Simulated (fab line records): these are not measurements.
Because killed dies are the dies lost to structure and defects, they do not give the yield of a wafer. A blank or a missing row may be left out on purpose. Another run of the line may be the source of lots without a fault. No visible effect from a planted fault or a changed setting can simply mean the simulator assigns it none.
fab line records -- flow n5_finfet
[record] lots = 7, wafers = 21
route steps=1938 shown BEOL_M0_SAQP@663 BEOL_M0@720 BEOL_M2@879 BEOL_M3@938 BEOL_M4@1047 BEOL_M5@1191
start_h: hours from the record's opening day to when the first of the lot's shown wafers began -- wait_h: hours since the lot's step before -- " as in the row above -- L1.1+2: one row covering several wafers at once -- - either no value or no given start -- * or withheld: withheld -- < > ~ a bound
route shown NAME@n: a module of which the file shows steps, and the number in the route of the first -- usual: mean/standard deviation taken from wafers without a fault -- same: alike in all rows -- chamber/n: place in a boat -- sites: each site's reading -- _std_site: standard deviation across them -- _edge_site: inner sites' mean taken away from outer sites' mean -- radius_mm: how far each site lies from the wafer's centre -- mask NAME#n: copy n -- behind: tool/chamber where the wafer was last shaped -- hold: what put the lot on hold/how long, in hours/how the hold closed -- device: whichever transistor did not switch (one of n, p or np) -- end of line: the tests these same wafers got at the end of their route -- a step given without rows: its recipe and nothing more -- killed: not the wafer's yield, but the dies lost to structure and defects at the first sort -- map: the dies of a wafer, with x for killed, . for not killed, _ for no die there
set.NAME: setting as actually run; set.NAME@STEP: the setting as run at that earlier step -- model.NAME: the simulator's own value behind a step, which no gauge read
lots run with intentionally changed settings; tables by step, rows by wafer
[[steps]]
[step N5_BEOL_M0_SAQP_SPACER1_ALD_98]
[recipe] material = SiO2, target_thk_a = 128, temp_c = 300, ald_precursor_family = BDEAS, ald_co_reactant = O2-plasma, pulse_time_s = 1, purge_time_s = 2, co_reactant_purge_time_s = 2, ald_cycles = 138, pressure_torr = 2
lot.wafer,tool,chamber,start_h,wait_h,set.temp_c
L078.1+4,ald_sin-03,"0,1",134.16,0.3,300
L078.5,ald_sin-03,1,134.16,0.3,310.6
L085.2+4+6,ald_sin-04,"3,1,3",185.22,1.5,300
L086.1,ald_sin-03,2,192.86,0.3,305.8
L086.3+6,ald_sin-03,0,192.86,0.3,300
L087.2+3+6,ald_sin-02,"1,3,0",211.24,0.3,300
L091.2+3+4,ald_sin-04,"2,3,1",216.75,0.4,300
L095.1+2+3,ald_sin-02,"3,1,0",242.83,0.3,300
L097.1+4,ald_sin-02,"3,0",251.83,0.3,313.4
L097.2,ald_sin-02,2,251.83,0.3,300
[step N5_BEOL_M0_SAQP_SPACER1_ETCHBACK_99]
[recipe] chemistry = CHF3/O2, mode = anisotropic_etchback, target = SiO2, target_depth_a = 154, time_s = 7.7, pressure_mtorr = 30, source_w = 650, bias_w = 170, Ar_flow_sccm = 200, CHF3_flow_sccm = 50, O2_flow_sccm = 5, ion_energy_ev = 200
[step N5_BEOL_M0_SAQP_MANDREL1_REMOVE_100]
[recipe] chemistry = HBr/Cl2/O2, bt_time_s = 10, target = a-Si, stop_on = SiNx, endpoint = OES-SiCl, over_etch_frac = 0.85, icp_w = 600, bias_w = 30, HBr_flow_sccm = 150, Cl2_flow_sccm = 80, O2_flow_sccm = 5, pressure_mtorr = 10
[step N5_BEOL_M0_SAQP_ETCH_101]
[recipe] chemistry = CH3F/O2, target = SiNx, mask_material = SiO2, target_depth_a = 299, time_s = 42.7, pressure_mtorr = 30, source_w = 395, bias_w = 73, Ar_flow_sccm = 150, CH3F_flow_sccm = 30, O2_flow_sccm = 20, ion_energy_ev = 120
[step N5_BEOL_M0_SAQP_ETCH_102]
[recipe] chemistry = CF4, target = SiO2, target_depth_a = 40, ion_energy_ev = 350, time_s = 4.4, pressure_mtorr = 10, icp_w = 800, bias_w = 400, cf4_flow_sccm = 80
[step N5_BEOL_M0_SAQP_MANDREL_ETCH_103]
[recipe] chemistry = HBr/Cl2, target = a-Si, target_depth_a = 450, bt_time_s = 10, stop_on = SiCN, mask_material = SiO2, over_etch_frac = 0.8, time_s = 27, pressure_mtorr = 10, icp_w = 800, bias_w = 75, HBr_flow_sccm = 150, Cl2_flow_sccm = 80, ends = end_point
[usual] oes_product_au = 0.686/0.013
lot.wafer,tool,chamber,start_h,wait_h,set.time_s@BEOL_M0_SAQP_PECVD_96,oes_product_au,model.etch.depth_nm
L078.1,rie_si-05,0,135.01,0.0,41.28,0.646,41.16
L078.4,rie_si-05,1,135.01,0.0,45.2,0.685,45.24
L078.5,rie_si-05,2,135.01,0.0,45.2,0.702,45.25
L085.2,rie_si-06,0,186.20,0.0,45.2,0.663,43.71
L085.4,rie_si-06,1,186.20,0.0,45.2,0.674,44.79
L085.6,rie_si-06,3,186.20,0.0,45.2,0.687,44.89
L086.1,rie_si-05,3,193.71,0.0,45.2,0.684,44.06
L086.3,rie_si-05,2,193.71,0.0,45.2,0.678,43.34
L086.6,rie_si-05,0,193.71,0.0,38.66,0.628,38.19
L087.2,rie_si-05,0,212.09,0.0,45.2,0.707,45.12
L087.3,rie_si-05,2,212.09,0.0,48.61,0.732,47.72
L087.6,rie_si-05,1,212.09,0.0,45.2,0.695,45.41
L091.2,rie_si-06,2,217.60,0.0,41.04,0.660,40.37
L091.3,rie_si-06,1,217.60,0.0,41.04,0.630,40.22
L091.4,rie_si-06,3,217.60,0.0,45.2,0.684,45.05
L095.1,rie_si-06,2,243.69,0.0,45.2,0.694,44.32
L095.2,rie_si-06,0,243.69,0.0,45.2,0.662,43.93
L095.3,rie_si-06,3,243.69,0.0,49.78,0.713,48.59
L097.1,rie_si-06,2,252.68,0.0,45.2,0.691,44.33
L097.2,rie_si-06,3,252.68,0.0,39.26,0.620,38.4
L097.4,rie_si-06,1,252.68,0.0,39.26,0.611,38.85
[step N5_BEOL_M0_SAQP_RECESS_104]
[recipe] chemistry = HF/NH3, target = SiO2, target_depth_a = 180, afs_cycles = 3, temp_c = 30, sublimation_temp_c = 180, sublimation_time_s = 60
[step N5_BEOL_M0_SAQP_COAT_105]
[recipe] resist = SOC, temp_c = 250, time_s = 60, spin_rpm = 1500, resist_thk_nm = 100
[step N5_BEOL_M0_SAQP_STRIP_108]
[recipe] chemistry = N2/H2, power_w = 500, temp_c = 40, pressure_mtorr = 50, rf_frequency_hz = 6e+07, overash_fraction = 0.3, bias_power_w = 28, h2_frac = 0.5, n2_flow_sccm = 300, h2_flow_sccm = 300
[step N5_BEOL_M0_SAQP_RECESS_109]
[recipe] chemistry = HF/NH3, target = SiO2, target_depth_a = 30, afs_cycles = 1, temp_c = 30, sublimation_temp_c = 180, sublimation_time_s = 60
[step N5_BEOL_M0_SAQP_SPACER2_ALD_26]
[recipe] material = SiO2, target_thk_a = 150, temp_c = 300, ald_precursor_family = BDEAS, ald_co_reactant = O2-plasma, pulse_time_s = 1, purge_time_s = 2, co_reactant_purge_time_s = 2, pressure_torr = 2
lot.wafer,tool,chamber,start_h,wait_h,set.time_s@BEOL_M0_SAQP_PECVD_96,model.a-Si_of_BEOL_M0_SAQP_PECVD_96.thk_nm
L078.1,ald_sin-03,3,135.84,0.1,41.28,40.4
L078.4+5,ald_sin-03,"1,3",135.84,0.1,45.2,44.4
L085.2,ald_sin-02,2,189.11,2.2,45.2,43
L085.4,ald_sin-02,3,189.11,2.2,45.2,44
L085.6,ald_sin-02,0,189.11,2.2,45.2,44.2
L086.1,ald_sin-02,0,195.54,0.1,45.2,43.4
L086.3,ald_sin-02,3,195.54,0.1,45.2,42.6
L086.6,ald_sin-02,2,195.54,0.1,38.66,37.4
L087.2,ald_sin-03,2,212.92,0.1,45.2,44.4
L087.3,ald_sin-03,1,212.92,0.1,48.61,47
L087.6,ald_sin-03,0,212.92,0.1,45.2,44.6
L091.2,ald_sin-02,0,218.88,0.1,41.04,39.6
L091.3,ald_sin-02,1,218.88,0.1,41.04,39.4
L091.4,ald_sin-02,3,218.88,0.1,45.2,44.4
L095.1,ald_sin-04,0,244.96,0.5,45.2,43.6
L095.2,ald_sin-04,1,244.96,0.5,45.2,43.2
L095.3,ald_sin-04,3,244.96,0.5,49.78,47.8
L097.1,ald_sin-04,2,253.52,0.1,45.2,43.6
L097.2,ald_sin-04,1,253.52,0.1,39.26,37.6
L097.4,ald_sin-04,3,253.52,0.1,39.26,38.2
[step N5_BEOL_M0_ETCH_128]
[recipe] chemistry = CF4/N2, target_depth_a = 120, overetch_a = 51, target = SiCN, time_s = 21.4, ion_energy_ev = 150, pressure_mtorr = 40, source_w = 430, bias_w = 70, Ar_flow_sccm = 100, cf4_flow_sccm = 60, n2_flow_sccm = 60
[usual] rf_vpp_V = 382.5/2
lot.wafer,tool,chamber,start_h,wait_h,set.source_w,rf_vpp_V
L078.1,rie_diel-06,2,142.80,1.2,463.5,372.1
L078.4,rie_diel-06,0,142.80,1.2,463.5,375.8
L078.5,rie_diel-06,0,142.80,1.2,463.5,375.6
L085.2,rie_diel-02,2,194.75,0.0,430,386.3
L085.4,rie_diel-02,3,194.75,0.0,430,381.1
L085.6,rie_diel-02,1,194.75,0.0,430,382.5
L086.1,rie_diel-02,2,201.37,1.6,430,386.8
L086.3,rie_diel-02,1,201.37,1.6,430,384.3
L086.6,rie_diel-02,0,201.37,1.6,430,380.9
L087.2,rie_diel-02,0,217.68,0.2,404.4,388.6
L087.3,rie_diel-02,2,217.68,0.2,430,384.3
L087.6,rie_diel-02,1,217.68,0.2,404.4,391.5
L091.2,rie_diel-06,0,226.24,0.4,430,385.6
L091.3,rie_diel-06,3,226.24,0.4,430,383.4
L091.4,rie_diel-06,3,226.24,0.4,430,385.0
L095.1,rie_diel-05,1,248.96,0.0,372.8,399.3
L095.2,rie_diel-05,2,248.96,0.0,430,382.4
L095.3,rie_diel-05,0,248.96,0.0,372.8,398.6
L097.1,rie_diel-02,0,258.53,0.0,375.2,399.0
L097.2,rie_diel-02,3,258.53,0.0,430,382.3
L097.4,rie_diel-02,1,258.53,0.0,375.2,400.8
[step N5_BEOL_M2_DESCUM_33]
[recipe] chemistry = O2, time_s = 7, source_power_w = 50, bias_power_w = 20, pressure_mtorr = 20, rf_frequency_hz = 2.712e+07, temp_c = 40, resist = CAR-EUV, o2_flow_sccm = 225
lot.wafer,tool,chamber,start_h,wait_h,set.time_s,model.CAR-EUV_of_BEOL_M2_COAT_22.thk_nm
L078.1,rie_diel-05,1,156.18,0.0,6.388,26.2
L078.4,rie_diel-05,3,156.18,0.0,6.388,26.4
L078.5,rie_diel-05,3,156.18,0.0,7,26
L085.2+4+6,rie_diel-02,"1,1,0",211.57,0.6,7,26
L086.1+3+6,rie_diel-05,"2,0,1",215.60,0.0,7,26.2
L087.2+6,rie_diel-02,"1,2",232.73,0.0,7,26.2
L087.3,rie_diel-02,2,232.73,0.0,6.57,26.4
L091.2,rie_diel-05,3,238.80,0.1,7,26
L091.3,rie_diel-05,2,238.80,0.1,8.539,25.4
L091.4,rie_diel-05,1,238.80,0.1,8.539,25.2
L095.1+2,rie_diel-02,"3,0",261.31,0.0,7,26
L095.3,rie_diel-02,1,261.31,0.0,8.438,25.4
L097.1+4,rie_diel-05,"3,1",275.78,0.0,7,26
L097.2,rie_diel-05,2,275.78,0.0,7.798,25.6
[step N5_BEOL_M2_ETCH_77]
[recipe] chemistry = N2/H2, target = underlayer, target_depth_a = 65, mask_material = CAR-EUV, time_s = 5.2, ion_energy_ev = 200, pressure_mtorr = 30, source_w = 840, bias_w = 150, n2_flow_sccm = 200, h2_flow_sccm = 200, ends = cleared
lot.wafer,tool,chamber,start_h,wait_h,set.time_s@BEOL_M2_DESCUM_33,model.CAR-EUV_of_BEOL_M2_COAT_22.thk_nm
L078.1,rie_diel-05,1,156.22,0.0,6.388,20.4
L078.4,rie_diel-05,3,156.22,0.0,6.388,20.6
L078.5,rie_diel-05,3,156.22,0.0,7,20.4
L085.2+4+6,rie_diel-02,"1,1,0",211.61,0.0,7,20.4
L086.1+3+6,rie_diel-05,"2,0,1",215.63,0.0,7,20.4
L087.2+6,rie_diel-02,"1,2",232.76,0.0,7,20.6
L087.3,rie_diel-02,2,232.76,0.0,6.57,20.8
L091.2,rie_diel-05,3,238.84,0.0,7,20.4
L091.3,rie_diel-05,2,238.84,0.0,8.539,19.6
L091.4,rie_diel-05,1,238.84,0.0,8.539,19.4
L095.1+2,rie_diel-02,"3,0",261.35,0.0,7,20.2
L095.3,rie_diel-02,1,261.35,0.0,8.438,19.6
L097.1+4,rie_diel-05,"3,1",275.81,0.0,7,20.2
L097.2,rie_diel-05,2,275.81,0.0,7.798,19.8
[step N5_BEOL_M2_ETCHBACK_99]
[recipe] chemistry = CHF3, target = SiO2, target_depth_a = 50, time_s = 10.4, source_w = 215, bias_w = 47, Ar_flow_sccm = 200, CHF3_flow_sccm = 12, ion_energy_ev = 100, pressure_mtorr = 30
lot.wafer,tool,chamber,start_h,wait_h,set.time_s,set.time_s@BEOL_M2_DESCUM_33,model.CAR-EUV_of_BEOL_M2_COAT_22.thk_nm
L078.1,rie_diel-02,3,159.02,2.7,10.4,6.388,10.6
L078.4,rie_diel-02,1,159.02,2.7,10.4,6.388,10.8
L078.5,rie_diel-02,0,159.02,2.7,10.4,7,10.4
L085.2+4,rie_diel-05,"0,2",213.71,2.0,10.4,7,10.6
L085.6,rie_diel-05,0,213.71,2.0,10.4,7,10.4
L086.1,rie_diel-05,0,215.85,0.1,10.4,7,10.6
L086.3+6,rie_diel-05,"1,2",215.85,0.1,12.07,7,10.4
L087.2+6,rie_diel-06,"0,2",235.17,2.0,8.427,7,10.8
L087.3,rie_diel-06,2,235.17,2.0,10.4,6.57,10.8
L091.2,rie_diel-02,0,243.40,4.4,10.4,7,10.4
L091.3,rie_diel-02,1,243.40,4.4,10.4,8.539,9.8
L091.4,rie_diel-02,2,243.40,4.4,12.01,8.539,9.4
L095.1,rie_diel-02,2,264.12,2.5,10.4,7,10.2
L095.2,rie_diel-02,1,264.12,2.5,8.743,7,10.4
L095.3,rie_diel-02,0,264.12,2.5,8.743,8.438,9.8
L097.1,rie_diel-05,2,284.96,9.0,10.4,7,10.4
L097.2,rie_diel-05,1,284.96,9.0,10.4,7.798,10
L097.4,rie_diel-05,0,284.96,9.0,12.5,7,10.2
[step N5_BEOL_M3_COAT_05]
[recipe] resist = CAR-EUV, spin_rpm = 1500, resist_thk_nm = 30
lot.wafer,tool,chamber,start_h,wait_h,set.spin_rpm,model.CAR-EUV_of_BEOL_M3_COAT_05.thk_nm
L078.1+5,litho_track-02,0,-,-,1500,30
L078.4,litho_track-02,0,-,-,1614,28.8
L085.2+4+6,litho_track-02,0,-,-,1500,30
L086.1+3+6,litho_track-03,0,-,-,1500,30
L087.2,litho_track-02,0,-,-,1386,31.2
L087.3,litho_track-02,0,-,-,1500,30
L087.6,litho_track-02,0,-,-,1386,31
L091.2+3,litho_track-05,0,-,-,1500,30
L091.4,litho_track-05,0,-,-,1500,29.8
L095.1+2,litho_track-03,0,-,-,1500,30
L095.3,litho_track-03,0,-,-,1500,29.8
L097.1+2,litho_track-03,0,-,-,1500,29.8
L097.4,litho_track-03,0,-,-,1447,30.4
[step N5_BEOL_M3_EBR_07]
[recipe] solvent = PGMEA, ebr_width_mm = 1.5
[step N5_BEOL_M3_SOFTBAKE_06]
[recipe] temp_c = 110, time_s = 60, resist = CAR-EUV
[step N5_BEOL_M3_DESCUM_16]
[recipe] chemistry = O2, time_s = 7, source_power_w = 50, bias_power_w = 20, pressure_mtorr = 20, rf_frequency_hz = 2.712e+07, temp_c = 40, resist = CAR-EUV, o2_flow_sccm = 225
[step N5_BEOL_M3_ETCH_74]
[recipe] chemistry = N2/H2, target = underlayer, target_depth_a = 65, mask_material = CAR-EUV, time_s = 5.2, ion_energy_ev = 200, pressure_mtorr = 30, source_w = 840, bias_w = 150, n2_flow_sccm = 200, h2_flow_sccm = 200, ends = cleared
lot.wafer,tool,chamber,start_h,wait_h,set.spin_rpm@BEOL_M3_COAT_05,model.CAR-EUV_of_BEOL_M3_COAT_05.thk_nm
L078.1+5,rie_diel-03,3,178.03,0.0,1500,20.2
L078.4,rie_diel-03,2,178.03,0.0,1614,19.2
L085.2,rie_diel-04,3,220.93,0.0,1500,20.2
L085.4+6,rie_diel-04,"1,2",220.93,0.0,1500,20.4
L086.1+6,rie_diel-01,2,221.66,0.0,1500,20.4
L086.3,rie_diel-01,1,221.66,0.0,1500,20.2
L087.2,rie_diel-01,1,241.74,0.0,1386,21.4
L087.3,rie_diel-01,2,241.74,0.0,1500,20.2
L087.6,rie_diel-01,1,241.74,0.0,1386,21.2
L091.2,rie_diel-04,1,250.14,0.0,1500,20.4
L091.3+4,rie_diel-04,"3,1",250.14,0.0,1500,20.2
L095.1+2,rie_diel-01,"2,3",271.06,0.0,1500,20.4
L095.3,rie_diel-01,1,271.06,0.0,1500,20
L097.1+2,rie_diel-04,"0,3",291.88,0.0,1500,20.2
L097.4,rie_diel-04,2,291.88,0.0,1447,20.8
[step N5_BEOL_M3_DESCUM_33]
[recipe] chemistry = O2, time_s = 7, source_power_w = 50, bias_power_w = 20, pressure_mtorr = 20, rf_frequency_hz = 2.712e+07, temp_c = 40, resist = CAR-EUV, o2_flow_sccm = 225
lot.wafer,tool,chamber,start_h,wait_h,set.time_s,model.CAR-EUV_of_BEOL_M3_COAT_22.thk_nm
L078.1+4+5,rie_diel-04,"0,2,3",178.87,0.0,6.194,26.4
L085.2+6,rie_diel-01,"0,2",221.98,0.0,7,26
L085.4,rie_diel-01,1,221.98,0.0,7,25.8
L086.1+3,rie_diel-01,"2,3",222.60,0.0,7,26
L086.6,rie_diel-01,0,222.60,0.0,7,25.8
L087.2+3,rie_diel-01,"2,3",242.57,0.0,7,26
L087.6,rie_diel-01,2,242.57,0.0,8.161,25.4
L091.2+3+4,rie_diel-04,"1,2,1",251.30,0.1,7,26.2
L095.1+2,rie_diel-03,"0,2",272.17,0.0,5.776,26.6
L095.3,rie_diel-03,1,272.17,0.0,7,26
L097.1+2,rie_diel-01,"3,0",292.84,0.0,7,26
L097.4,rie_diel-01,1,292.84,0.0,5.845,26.6
[step N5_BEOL_M4_COAT_67]
[recipe] resist = SOC, temp_c = 250, time_s = 60, spin_rpm = 1500, resist_thk_nm = 60
lot.wafer,tool,chamber,start_h,wait_h,set.spin_rpm,model.SOC_of_BEOL_M4_COAT_67.thk_nm
L078.1+4,litho_track-04,0,188.96,0.0,1394,62.4
L078.5,litho_track-04,0,188.96,0.0,1500,60.2
L085.2+4,litho_track-04,0,228.28,0.0,1500,60
L085.6,litho_track-04,0,228.28,0.0,1500,60.2
L086.1,litho_track-04,0,232.28,0.7,1364,63.2
L086.3,litho_track-04,0,232.28,0.7,1500,60
L086.6,litho_track-04,0,232.28,0.7,1364,63
L087.2+3,litho_track-01,0,250.61,0.0,1500,59.8
L087.6,litho_track-01,0,250.61,0.0,1500,59.6
L091.2+4,litho_track-04,0,260.79,0.0,1500,60.2
L091.3,litho_track-04,0,260.79,0.0,1500,60
L095.1,litho_track-01,0,285.70,0.0,1500,60
L095.2,litho_track-01,0,285.70,0.0,1589,58.4
L095.3,litho_track-01,0,285.70,0.0,1589,58.6
L097.1,litho_track-01,0,300.48,0.0,1500,60
L097.2,litho_track-01,0,300.48,0.0,1386,62.6
L097.4,litho_track-01,0,300.48,0.0,1500,60.2
[step N5_BEOL_M4_EXPOSE_25]
[recipe] mask_id = V3, na = 0.33, source_shape = quasar, sigma_inner = 0.2, sigma_outer = 0.8, polarization = unpolarized, defocus_nm = 5, dose_mj = 63
lot.wafer,tool,chamber,start_h,wait_h,mask,set.dose_mj
L078.1+5,euv_scanner-01,0,189.10,-,V3#0,63
L078.4,euv_scanner-01,0,189.10,-,V3#0,65.28
L085.2+4+6,euv_scanner-01,0,228.43,-,V3#0,63
L086.1+3,euv_scanner-01,0,232.56,-,V3#0,67.16
L086.6,euv_scanner-01,0,232.56,-,V3#0,63
L087.2+6,euv_scanner-02,0,250.88,-,V3#0,63
L087.3,euv_scanner-02,0,250.88,-,V3#0,58.91
L091.2,euv_scanner-02,0,260.94,-,V3#0,66.64
L091.3+4,euv_scanner-02,0,260.94,-,V3#0,63
L095.1+2,euv_scanner-01,0,285.96,-,V3#0,63
L095.3,euv_scanner-01,0,285.96,-,V3#0,60.62
L097.1+2,euv_scanner-01,0,300.74,-,V3#0,63
L097.4,euv_scanner-01,0,300.74,-,V3#0,64.65
[step N5_BEOL_M4_PEB_26]
[recipe] peb_temp_c = 100, peb_time_s = 60, resist = CAR-EUV
[step N5_BEOL_M4_DEVELOP_27]
[recipe] develop_time_s = 30, developer = TMAH, resist = CAR-EUV, rinse_liquid = surfactant_rinse, dry = air_spin, dev_temp_c = 23
[step N5_BEOL_M4_CD_MEAS_28]
[recipe] target_cd_nm = 26.2, landing_energy_ev = 500, detector = se_inlens, target_cd_y_nm = 24.1, polarity = opening
[usual] cd_nm = 26.21/0.23
lot.wafer,tool,chamber,start_h,wait_h,set.dose_mj@BEOL_M4_EXPOSE_25,cd_nm
L078.1,cd_sem-03,0,189.24,-,63,26.03
L078.4,cd_sem-03,0,189.24,-,65.28,26.78
L078.5,cd_sem-03,0,189.24,-,63,26.51
L085.2,cd_sem-02,0,228.56,-,63,26.15
L085.4,cd_sem-02,0,228.56,-,63,26.26
L085.6,cd_sem-02,0,228.56,-,63,26.18
L086.1,cd_sem-01,0,232.71,-,67.16,27.50
L086.3,cd_sem-01,0,232.71,-,67.16,27.42
L086.6,cd_sem-01,0,232.71,-,63,26.08
L087.2,cd_sem-03,0,251.02,-,63,26.15
L087.3,cd_sem-03,0,251.02,-,58.91,24.57
L087.6,cd_sem-03,0,251.02,-,63,26.18
L091.2,cd_sem-03,0,261.07,-,66.64,27.29
L091.3,cd_sem-03,0,261.07,-,63,25.98
L091.4,cd_sem-03,0,261.07,-,63,26.40
L095.1,cd_sem-01,0,286.11,-,63,26.51
L095.2,cd_sem-01,0,286.11,-,63,26.56
L095.3,cd_sem-01,0,286.11,-,60.62,25.29
L097.1,cd_sem-01,0,300.88,-,63,26.71
L097.2,cd_sem-01,0,300.88,-,63,26.56
L097.4,cd_sem-01,0,300.88,-,64.65,27.02
[step N5_BEOL_M4_ALD_98]
[recipe] material = SiO2, target_thk_a = 25, temp_c = 100, ald_precursor_family = BDEAS, ald_co_reactant = O2-plasma, pulse_time_s = 1, co_reactant_pulse_time_s = 1, purge_time_s = 2, co_reactant_purge_time_s = 2, ald_cycles = 17, pressure_torr = 2
[step N5_BEOL_M4_ETCHBACK_99]
[recipe] chemistry = CHF3, target = SiO2, target_depth_a = 50, time_s = 10.4, source_w = 215, bias_w = 47, Ar_flow_sccm = 200, CHF3_flow_sccm = 12, ion_energy_ev = 100, pressure_mtorr = 30
[step N5_BEOL_M4_ETCH_70]
[recipe] chemistry = N2/H2, target = SOC, target_depth_a = 800, overetch_a = 240, mask_material = SiARC, temp_c = 40, time_s = 130, ion_energy_ev = 200, pressure_mtorr = 30, source_w = 840, bias_w = 150, n2_flow_sccm = 200, h2_flow_sccm = 200
lot.wafer,tool,chamber,start_h,wait_h,set.spin_rpm@BEOL_M4_COAT_67,model.etch.depth_nm
L078.1,rie_diel-05,0,190.30,0.0,1394,62.42
L078.4,rie_diel-05,1,190.30,0.0,1394,62.4
L078.5,rie_diel-05,0,190.30,0.0,1500,60.16
L085.2,rie_diel-06,0,229.03,0.0,1500,60.06
L085.4,rie_diel-06,2,229.03,0.0,1500,60.09
L085.6,rie_diel-06,3,229.03,0.0,1500,60.18
L086.1,rie_diel-05,2,237.04,0.0,1364,63.11
L086.3,rie_diel-05,3,237.04,0.0,1500,59.98
L086.6,rie_diel-05,1,237.04,0.0,1364,63.09
L087.2,rie_diel-05,3,254.84,0.0,1500,59.77
L087.3,rie_diel-05,1,254.84,0.0,1500,59.74
L087.6,rie_diel-05,0,254.84,0.0,1500,59.68
L091.2,rie_diel-06,3,263.74,0.0,1500,60.24
L091.3,rie_diel-06,0,263.74,0.0,1500,60.03
L091.4,rie_diel-06,2,263.74,0.0,1500,60.13
L095.1,rie_diel-06,1,290.92,0.0,1500,59.98
L095.2,rie_diel-06,3,290.92,0.0,1589,58.33
L095.3,rie_diel-06,0,290.92,0.0,1589,58.51
L097.1,rie_diel-06,2,302.36,0.0,1500,60.07
L097.2,rie_diel-06,1,302.36,0.0,1386,62.51
L097.4,rie_diel-06,1,302.36,0.0,1500,60.19
[step N5_BEOL_M5_DEP_56]
[recipe] material = SiCN, target_thk_a = 80, temp_c = withheld, precursor = 3MS/NH3, pressure_torr = 3, rf_w = 202, time_s = 14
lot.wafer,tool,chamber,start_h,wait_h,set.time_s,model.SiCN_of_BEOL_M5_DEP_56.thk_nm
L078.1,pecvd-03,2,206.36,0.0,14,7.8
L078.4,pecvd-03,2,206.36,0.0,13.31,7.8
L078.5,pecvd-03,0,206.36,0.0,14,8.2
L085.2,pecvd-04,1,244.82,0.0,14,8
L085.4,pecvd-04,0,244.82,0.0,14,8.4
L085.6,pecvd-04,1,244.82,0.0,14,8.2
L086.1,pecvd-03,2,252.98,0.0,15.9,9
L086.3,pecvd-03,1,252.98,0.0,14,7.8
L086.6,pecvd-03,0,252.98,0.0,15.9,9.2
L087.2,pecvd-04,1,274.22,0.0,14,8
L087.3,pecvd-04,0,274.22,0.0,14,8.2
L087.6,pecvd-04,0,274.22,0.0,14,8.4
L091.2+3,pecvd-04,"1,2",285.62,0.0,14,7.8
L091.4,pecvd-04,1,285.62,0.0,14,8
L095.1+2,pecvd-01,"2,1",307.83,0.0,12.84,7.2
L095.3,pecvd-01,0,307.83,0.0,14,8
L097.1+4,pecvd-01,0,322.29,0.0,14,8.2
L097.2,pecvd-01,2,322.29,0.0,15.77,9.2
[[key]]
[split] step = N5_BEOL_M0_SAQP_SPACER1_ALD_98, setting = temp_c, stated = 300, by = wafer
response none clear
[split] step = N5_BEOL_M0_ETCH_128, setting = source_w, stated = 430, by = wafer
[response] step = N5_BEOL_M0_ETCH_128, reading = rf_vpp_V, change = -1.28, per = 1%, r = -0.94
[split] step = N5_BEOL_M2_DESCUM_33, setting = time_s, stated = 7, by = wafer
[response] step = N5_BEOL_M2_DESCUM_33, reading = model.CAR-EUV_of_BEOL_M2_COAT_22.thk_nm, change = -0.0314, per = 1%, r = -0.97
[response] step = N5_BEOL_M2_ETCH_77, reading = model.CAR-EUV_of_BEOL_M2_COAT_22.thk_nm, change = -0.0337, per = 1%, r = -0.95
[response] step = N5_BEOL_M2_ETCHBACK_99, reading = model.CAR-EUV_of_BEOL_M2_COAT_22.thk_nm, change = -0.0295, per = 1%, r = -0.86
[split] step = N5_BEOL_M2_ETCHBACK_99, setting = time_s, stated = 10.4, by = wafer
response none clear
[split] step = N5_BEOL_M3_COAT_05, setting = spin_rpm, stated = 1500, by = wafer
[response] step = N5_BEOL_M3_COAT_05, reading = model.CAR-EUV_of_BEOL_M3_COAT_05.thk_nm, change = -0.153, per = 1%, r = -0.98
[response] step = N5_BEOL_M3_ETCH_74, reading = model.CAR-EUV_of_BEOL_M3_COAT_05.thk_nm, change = -0.141, per = 1%, r = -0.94
[split] step = N5_BEOL_M3_DESCUM_33, setting = time_s, stated = 7, by = wafer
[response] step = N5_BEOL_M3_DESCUM_33, reading = model.CAR-EUV_of_BEOL_M3_COAT_22.thk_nm, change = -0.0356, per = 1%, r = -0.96
[split] step = N5_BEOL_M4_COAT_67, setting = spin_rpm, stated = 1500, by = wafer
[response] step = N5_BEOL_M4_COAT_67, reading = model.SOC_of_BEOL_M4_COAT_67.thk_nm, change = -0.318, per = 1%, r = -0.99
[response] step = N5_BEOL_M4_ETCH_70, reading = model.etch.depth_nm, change = -0.318, per = 1%, r = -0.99
[split] step = N5_BEOL_M4_EXPOSE_25, setting = dose_mj, stated = 63, by = wafer
[response] step = N5_BEOL_M4_CD_MEAS_28, reading = cd_nm, change = +0.218, per = 1%, r = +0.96
[split] step = N5_BEOL_M5_DEP_56, setting = time_s, stated = 14, by = wafer
[response] step = N5_BEOL_M5_DEP_56, reading = model.SiCN_of_BEOL_M5_DEP_56.thk_nm, change = +0.0867, per = 1%, r = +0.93
split outside_this_file step=N5_BEOL_M0_SAQP_PECVD_96 setting=time_s
// split outside_this_file: this setting was split too, and the file shows its column; the key of that split is in another file
